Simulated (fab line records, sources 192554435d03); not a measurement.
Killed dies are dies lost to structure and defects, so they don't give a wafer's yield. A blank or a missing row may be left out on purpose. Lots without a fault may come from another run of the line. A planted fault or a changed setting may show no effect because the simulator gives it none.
fab line records | flow n5_finfet
record lots=7 wafers=19 last_day=19
route steps=1938 shown BEOL_M2@889 BEOL_M4@1111
lots that met no fault: from a run of the same line without faults
start_h: hours from the record's first day to the start of the lot's first wafer shown | wait_h: hours since the lot's step before | " the same as in the row above | L1.1+2: a row that stands for several wafers | - no value, or no start given | * or withheld: withheld | < > ~ a bound
route shown NAME@n: a module of which the file shows steps, and the number in the route of the first | usual: mean/standard deviation of fault-free wafers | same: alike in all rows | chamber/n: place in a boat | sites: the reading at each site | _std_site: their standard deviation | _edge_site: outer sites' mean less inner sites' | radius_mm: how far each site lies from the wafer's centre | mask NAME#n: copy n | behind: the tool/chamber that last shaped the wafer | hold: why the lot was held/for how many hours/how that ended | device: the transistor (n, p or np) that didn't switch | end of line: the same wafers' tests at the end of the route | a step without rows: its recipe alone | killed: dies lost to structure and defects at the first sort, not the wafer's yield | map: a wafer's dies, x killed, . not, _ none there
set.NAME: the setting as run; set.NAME@STEP: as run at that earlier step | model.NAME: the simulator's own value behind a step, which no gauge read
lots at some steps of the route; a table a step, a row a wafer
services: from which hour (start_h, from the record's first day; less than 0 if before it) a tool's chamber was out of use, for how many hours, and why
## steps
# step N5_BEOL_M2_STRIP_36
# recipe chemistry=N2/H2 power_w=450 temp_c=40 pressure_mtorr=20 rf_frequency_hz=6e+07 overash_fraction=0.3 bias_power_w=7 h2_frac=0.5 n2_flow_sccm=200 h2_flow_sccm=200
# usual bias_power_w=7.002/0.021 drypump_motor_current_A=5.7/0.4 oes_product_au=0.73/0.063 rf_vpp_V=59.2/1.4 showerhead_plenum_p_Torr=2.55/0.098 throttle_valve_pct=23.73/0.3
# columns lot.wafer tool chamber start_h wait_h bias_power_w drypump_motor_current_A oes_product_au rf_hours_counter_h rf_vpp_V showerhead_plenum_p_Torr throttle_valve_pct
L997.2 rie_diel-04 1 180.91 0.0 6.985 5.3 0.72 210 59.2 2.63 23.93
L997.3 " 0 " " 7.006 5.6 0.80 84 60.7 2.44 23.04
L997.6 " 0 " " 7.030 5.6 0.81 - 58.8 2.44 23.03
L999.2 rie_diel-04 2 193.03 0.0 6.971 6.1 0.73 196 57.5 2.43 23.82
L999.4 " 3 " " 7.047 5.7 0.69 217 58.9 2.63 23.99
L100.1 rie_diel-02 1 198.58 0.0 7.023 5.8 0.71 207 60.8 2.63 23.89
L100.2 " 0 " " 6.982 5.8 0.70 249 59.2 2.38 23.58
L106.1 rie_diel-04 1 238.86 0.0 7.052 5.3 0.70 230 58.7 2.62 23.98
L106.5 " 3 " " 6.944 5.7 0.68 - 60.5 2.63 24.02
L106.6 " 0 " " 7.041 5.6 0.77 - 58.9 2.43 23.08
L109.3 rie_diel-05 0 256.21 0.0 6.994 5.6 0.68 234 59.8 2.52 24.11
L109.5 " 3 " " 7.020 6.1 0.72 - 58.0 2.51 23.60
L109.6 " 0 " " 6.999 5.6 0.67 - 59.0 2.52 24.10
L111.1 rie_diel-04 1 270.99 0.0 7.012 5.3 0.70 242 59.0 2.61 23.99
L111.2 " 0 " " 7.016 5.6 0.77 116 56.2 2.43 23.08
L111.5 " 3 " " 7.017 5.7 0.66 - 61.2 2.62 24.01
L114.1 rie_diel-02 2 279.31 0.0 7.029 6.4 0.80 102 59.7 2.68 23.67
L114.4 " 0 " " 7.021 5.8 0.91 17 60.5 2.69 23.31
L114.5 " 3 " " 7.008 4.9 0.69 - 58.4 2.51 23.77
# step N5_BEOL_M2_TRENCH_ETCH_37
# recipe chemistry=C4F6/O2 target_depth_a=555.55 target=SiOC time_s=29.2 ion_energy_ev=250 pressure_mtorr=30 source_w=355 bias_w=185 Ar_flow_sccm=300 C4F6_flow_sccm=10 O2_flow_sccm=10
# step N5_BEOL_M2_ETCH_41
# recipe chemistry=CH3F/O2 target=SiCN target_depth_a=299 taper_deg=2 time_s=52.5 ion_energy_ev=120 mask_material=TiN pressure_mtorr=30 source_w=395 bias_w=75 Ar_flow_sccm=150 CH3F_flow_sccm=30 O2_flow_sccm=20
# usual CH3F_flow_sccm=30.00/0.1 drypump_motor_current_A=5.7/0.4 mfc_ar_sccm=150.0/0.49 oes_product_au=0.73/0.064 rf_vpp_V=297.3/1.6 showerhead_plenum_p_Torr=2.00/0.075 throttle_valve_pct=16.41/0.28
# columns lot.wafer tool chamber start_h wait_h CH3F_flow_sccm drypump_motor_current_A mfc_ar_sccm oes_product_au rf_hours_counter_h rf_vpp_V showerhead_plenum_p_Torr throttle_valve_pct
L997.2 rie_diel-04 1 - - 29.84 5.3 150.1 0.70 210 298.7 2.08 16.77
L997.3 " 0 " " 29.86 5.6 150.5 0.79 84 296.8 1.93 15.93
L997.6 " 0 " " 29.88 5.6 150.0 0.79 - 295.9 1.93 15.93
L999.2 rie_diel-04 2 - - 30.15 6.0 150.0 0.72 196 295.3 1.91 16.27
L999.4 " 3 " " 29.95 5.7 150.0 0.69 217 297.1 2.06 16.74
L100.1 rie_diel-02 1 - - 29.97 5.8 149.4 0.70 207 299.6 2.06 16.51
L100.2 " 0 " " 30.03 5.8 151.2 0.69 249 295.6 1.89 16.35
L106.1 rie_diel-04 1 - - 29.71 5.3 150.2 0.69 230 299.3 2.07 16.81
L106.5 " 3 " " 29.94 5.7 150.1 0.68 - 298.1 2.06 16.79
L106.6 " 0 " " 29.97 5.6 149.9 0.77 - 296.2 1.93 15.99
L109.3 rie_diel-05 0 - - 30.03 5.5 149.9 0.67 234 297.3 1.97 16.77
L109.5 " 3 " " 30.11 6.1 149.5 0.72 - 296.0 1.98 16.48
L109.6 " 0 " " 30.05 5.6 150.6 0.67 - 296.1 1.97 16.78
L111.1 rie_diel-04 1 - - 30.03 5.3 149.6 0.68 242 298.3 2.07 16.85
L111.2 " 0 " " 30.07 5.6 149.3 0.76 116 295.9 1.92 16.02
L111.5 " 3 " " 30.04 5.8 150.9 0.67 - 298.7 2.05 16.79
L114.1 rie_diel-02 2 - - 30.13 6.4 149.8 0.80 102 298.1 2.11 16.30
L114.4 " 0 " " 29.81 5.8 150.7 0.91 17 299.5 2.13 15.93
L114.5 " 3 " " 30.06 4.9 150.2 0.69 - 297.1 1.95 16.39
# step N5_BEOL_M2_STRIP_97
# recipe chemistry=N2/H2 time_s=10 power_w=450 temp_c=40 pressure_mtorr=20 rf_frequency_hz=6e+07 bias_power_w=7 n2_flow_sccm=200 h2_flow_sccm=200
# usual bias_power_w=6.998/0.022 drypump_motor_current_A=5.7/0.4 oes_product_au=0.73/0.064 rf_vpp_V=59.3/0.83 showerhead_plenum_p_Torr=2.55/0.098 throttle_valve_pct=23.73/0.3
# columns lot.wafer tool chamber start_h wait_h bias_power_w drypump_motor_current_A oes_product_au rf_hours_counter_h rf_vpp_V showerhead_plenum_p_Torr throttle_valve_pct
L997.2 rie_diel-04 1 - - 7.025 5.3 0.72 210 60.4 2.63 23.93
L997.3 " 0 " " 6.989 5.6 0.80 84 58.8 2.44 23.03
L997.6 " 0 " " 7.007 5.6 0.79 - 60.4 2.44 23.04
L999.2 rie_diel-04 2 - - 7.054 6.1 0.73 196 59.0 2.43 23.81
L999.4 " 3 " " 6.998 5.7 0.69 217 58.4 2.63 23.99
L100.1 rie_diel-02 1 - - 7.009 5.7 0.71 207 59.4 2.63 23.88
L100.2 " 0 " " 6.967 5.8 0.69 249 59.1 2.38 23.59
L106.1 rie_diel-04 1 - - 7.012 5.3 0.69 230 60.3 2.62 23.95
L106.5 " 3 " " 7.007 5.7 0.67 - 58.3 2.63 24.00
L106.6 " 0 " " 6.969 5.6 0.78 - 59.4 2.43 23.07
L109.3 rie_diel-05 0 - - 6.979 5.6 0.67 234 60.0 2.52 24.11
L109.5 " 3 " " 7.028 6.1 0.72 - 58.6 2.51 23.59
L109.6 " 0 " " 6.977 5.6 0.67 - 59.8 2.52 24.11
L111.1 rie_diel-04 1 - - 6.974 5.3 0.69 242 60.1 2.61 23.97
L111.2 " 0 " " 7.007 5.6 0.76 116 59.0 2.43 23.07
L111.5 " 3 " " 6.974 5.7 0.67 - 59.9 2.62 24.02
L114.1 rie_diel-02 2 - - 7.018 6.4 0.79 102 60.1 2.68 23.65
L114.4 " 0 " " 6.949 5.8 0.92 17 58.7 2.69 23.33
L114.5 " 3 " " 6.993 4.9 0.69 - 59.0 2.51 23.77
# step N5_BEOL_M2_OCD_MEAS_38
# usual trench_depth_nm=54.5/1.4
# columns lot.wafer tool chamber start_h wait_h trench_depth_nm
L997.2 ocd-01 - 181.10 - 53.2
L997.3 " - " " 55.7
L997.6 " - " " 55.6
L999.2 ocd-02 - 193.23 - 54.5
L999.4 " - " " 53.4
L100.1 ocd-02 - 198.78 - 53.2
L100.2 " - " " 53.6
L106.1 ocd-01 - 239.06 - 52.4
L106.5 " - " " 54.5
L106.6 " - " " 54.5
L109.3 ocd-01 - 256.40 - 52.9
L109.5 " - " " 54.2
L109.6 " - " " 52.4
L111.1 ocd-02 - 271.19 - 53.6
L111.2 " - " " 54.2
L111.5 " - " " 54.1
L114.1 ocd-01 - 279.50 - 57.1
L114.4 " - " " 56.3
L114.5 " - " " 56.5
# step N5_BEOL_M2_HM_STRIP_39
# recipe chemistry=peroxide_tin_strip material=TiN target_depth_a=250 temp_c=50 time_s=158
# step N5_BEOL_M2_SRD_40
# recipe time_s=30 temp_c=23 rinse_liquid=diw dry=ipa_marangoni
# step N5_BEOL_M2_PRECLEAN_42
# recipe chemistry=residue_remover time_s=60 temp_c=40
# step N5_BEOL_M2_SRD_43
# recipe time_s=30 temp_c=23 rinse_liquid=diw dry=ipa_marangoni
# step N5_BEOL_M2_CD_MEAS_35
# recipe target_cd_nm=18 target_cd_y_nm=22.2 polarity=opening
# usual cd_nm=17.8/0.33
# columns lot.wafer tool chamber start_h wait_h cd_nm
L997.2 cd_sem-03 - 181.26 0.0 17.4
L997.3 " - " " 17.9
L997.6 " - " " 17.9
L999.2 cd_sem-01 - 193.38 0.0 17.2
L999.4 " - " " 18.0
L100.1 cd_sem-03 - 198.93 0.0 17.6
L100.2 " - " " 17.7
L106.1 cd_sem-02 - 239.22 0.0 18.2
L106.5 " - " " 17.6
L106.6 " - " " 17.9
L109.3 cd_sem-03 - 256.57 0.0 17.9
L109.5 " - " " 18.1
L109.6 " - " " 17.6
L111.1 cd_sem-02 - 271.34 0.0 18.2
L111.2 " - " " 17.9
L111.5 " - " " 17.6
L114.1 cd_sem-02 - 279.66 0.0 17.5
L114.4 " - " " 18.3
L114.5 " - " " 18.0
# step N5_BEOL_M2_DEGAS_44
# recipe ambient=vacuum temp_c=250 time_s=60
# usual heater_power_w=338/35
# columns lot.wafer tool chamber start_h wait_h heater_power_w
L997.2 pvd_sputter-01 - 181.74 0.5 358
L997.3 " - " " 287
L997.6 " - " " 285
L999.2 pvd_sputter-03 - 194.54 1.2 366
L999.4 " - " " 370
L100.1 pvd_sputter-01 - 199.20 0.3 290
L100.2 " - " " 324
L106.1 pvd_sputter-01 - 239.55 0.3 345
L106.5 " - " " 336
L106.6 " - " " 286
L109.3 pvd_sputter-03 - 257.16 0.6 373
L109.5 " - " " 371
L109.6 " - " " 328
L111.1 pvd_sputter-03 - 271.97 0.6 385
L111.2 " - " " 373
L111.5 " - " " 316
L114.1 pvd_sputter-02 - 280.06 0.4 313
L114.4 " - " " 400
L114.5 " - " " 362
# step N5_BEOL_M2_PRE_CLEAN_45
# recipe gas=H2/He time_s=30 temp_c=250
# step N5_BEOL_M2_ALD_84
# recipe material=TaN target_thk_a=* temp_c=275 ald_precursor_family=PDMAT ald_co_reactant=NH3 pressure_torr=3 carrier_flow_sccm=1500 pulse_time_s=2 purge_time_s=3 co_reactant_purge_time_s=2 co_reactant_pulse_time_s=3 ald_cycles=30 precursor_vessel_temp_c=75 precursor_vessel_pressure_torr=26.25 precursor_vessel_carrier_sccm=1000
# usual heater_power_w=405/37 pulse_time_s=2/0
# columns lot.wafer tool chamber start_h wait_h heater_power_w pulse_time_s
L997.2 ald_metal-02 2 181.86 0.1 370 1.8217
L997.3 " 1 " " 339 2
L997.6 " 3 " " 457 2
L999.2 ald_metal-02 0 194.75 0.2 355 1.8217
L999.4 " 1 " " 348 1.8217
L100.1 ald_metal-02 3 199.44 0.2 447 2
L100.2 " 0 " " 352 1.8217
L106.1 ald_metal-04 1 239.88 0.3 463 2
L106.5 " 3 " " 434 2
L106.6 " 0 " " 420 2
L109.3 ald_metal-04 3 257.26 0.0 432 2
L109.5 " 0 " " 412 2
L109.6 " 1 " " 457 2
L111.1 ald_metal-04 3 272.07 0.0 445 2
L111.2 " 0 " " 423 2
L111.5 " 2 " " 393 2
L114.1 ald_metal-02 1 280.17 0.0 342 2
L114.4 " 0 " " 341 2
L114.5 " 0 " " 341 2
# step N5_BEOL_M2_SURFACE_TREAT_85
# recipe gas=Ar time_s=* ion_energy_ev=* ion_current_ma_cm2=0.5 pressure_mtorr=* ar_flow_sccm=30
# usual throttle_valve_pct=*
# columns lot.wafer tool chamber start_h wait_h throttle_valve_pct
L997.2 pvd_sputter-03 - 182.08 0.1 *
L997.3 " - " " *
L997.6 " - " " *
L999.2 pvd_sputter-03 - 195.06 0.2 *
L999.4 " - " " *
L100.1 pvd_sputter-02 - 199.74 0.2 *
L100.2 " - " " *
L106.1 pvd_sputter-01 - 241.51 1.5 *
L106.5 " - " " *
L106.6 " - " " *
L109.3 pvd_sputter-02 - 257.55 0.2 *
L109.5 " - " " *
L109.6 " - " " *
L111.1 pvd_sputter-03 - 272.53 0.4 *
L111.2 " - " " *
L111.5 " - " " *
L114.1 pvd_sputter-02 - 280.46 0.2 *
L114.4 " - " " *
L114.5 " - " " *
# step N5_BEOL_M4_RC_MEAS_101
# usual DIBL_N=36.6/1.9 DIBL_P=36.7/2.2 IOFF_N=0.16/0.035 IOFF_P=0.22/0.038 ION_N=672/14 ION_P=462/8.3 SS_N=71.6/0.65 SS_P=73.5/0.72 VT_N=250/3.5 VT_P=-250/3.1
# columns lot.wafer tool chamber start_h wait_h DIBL_N[mV/V] DIBL_P[mV/V] IOFF_N[nA/um] IOFF_P[nA/um] ION_N[uA/um] ION_P[uA/um] SS_N[mV/dec] SS_P[mV/dec] VT_N[mV] VT_P[mV]
L997.2 prober-02 0 223.06 0.2 40.4 41.0 0.23 0.28 669 458 72.8 73.7 247 -247
L997.3 " 0 " " 31.4 31.7 0.08 0.14 641 456 70.6 72.0 259 -252
L997.6 " 0 " " 38.7 39.8 0.19 0.27 682 472 72.1 74.0 246 -245
L999.2 prober-01 0 237.01 0.2 39.2 40.2 0.22 0.25 703 469 71.9 73.7 246 -251
L999.4 " 0 " " 40.0 40.8 0.23 0.26 682 458 73.2 74.5 245 -248
L100.1 prober-01 0 238.46 0.0 37.5 37.2 0.16 0.23 672 461 71.6 73.0 251 -250
L100.2 " 0 " " 34.7 34.3 0.12 0.17 664 463 71.3 72.4 255 -253
L106.1 prober-02 0 279.58 0.0 35.7 36.3 0.14 0.20 675 469 72.0 73.0 254 -251
L106.5 " 0 " " 35.3 36.2 0.14 0.20 676 470 70.9 72.9 252 -250
L106.6 " 0 " " 37.5 39.4 0.17 0.24 663 452 71.9 74.2 250 -249
L109.3 prober-02 0 293.45 0.3 35.8 37.5 0.17 0.23 675 468 71.0 73.6 252 -250
L109.5 " 0 " " 37.8 39.9 0.21 0.29 677 461 72.5 75.2 246 -245
L109.6 " 0 " " 37.3 38.7 0.21 0.25 683 468 72.3 74.0 245 -246
L111.1 prober-02 0 296.96 0.0 35.7 35.6 0.14 0.19 666 459 71.1 73.4 252 -253
L111.2 " 0 " " 33.6 33.6 0.12 0.18 673 462 71.0 72.5 252 -250
L111.5 " 0 " " 36.5 37.2 0.16 0.22 676 467 71.4 73.3 250 -251
L114.1 prober-02 0 319.66 0.0 36.6 36.0 0.16 0.23 682 472 71.7 72.4 248 -246
L114.4 " 0 " " 36.7 35.6 0.17 0.23 688 464 71.3 73.1 247 -248
L114.5 " 0 " " 37.7 38.1 0.19 0.28 692 478 71.9 73.1 246 -244
## services
# columns tool chamber start_h hours kind
pvd_sputter-02 - 168.67 3.0 repair
ald_metal-02 1 195.12 23.4 repair
rie_diel-02 0 205.33 - clean
rie_diel-02 0 205.33 - consumable_replace:focus_ring
rie_diel-02 0 205.33 - consumable_replace:showerhead
rie_diel-02 0 205.33 23.1 scheduled_down
rie_diel-02 0 205.33 23.1 vent_cycle
ald_metal-04 1 220.16 18.0 repair
rie_diel-05 1 232.24 - clean
rie_diel-05 1 232.24 - consumable_replace:focus_ring
rie_diel-05 1 232.24 - consumable_replace:showerhead
rie_diel-05 1 232.24 23.2 scheduled_down
rie_diel-05 1 232.24 23.2 vent_cycle
rie_diel-02 1 236.01 1.8 repair
rie_diel-04 - 241.54 0.5 repair
rie_diel-02 - 268.92 2.8 pm
pvd_sputter-01 - 272.01 0.5 repair
rie_diel-02 3 279.76 - clean
rie_diel-02 3 279.76 - consumable_replace:focus_ring
rie_diel-02 3 279.76 24.2 scheduled_down
rie_diel-02 3 279.76 24.2 vent_cycle
## key
first_sign step=N5_BEOL_M2_ALD_84 reading=pulse_time_s direction=down sigmas=99+ usual=* struck=*
effect none on later readings
met_at N5_BEOL_M2_ALD_84
struck_wafers L997.2,L999.2,L999.4,L100.2
fault kind=process_parameter_drift tool=ald_metal-02 chamber=- onset_h=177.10 steps=N5_BEOL_M2_ALD_84 channel=pulse_time_s offset=* shape=step end_h=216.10 scope=struck_wafers_only acts_in=* stated=*
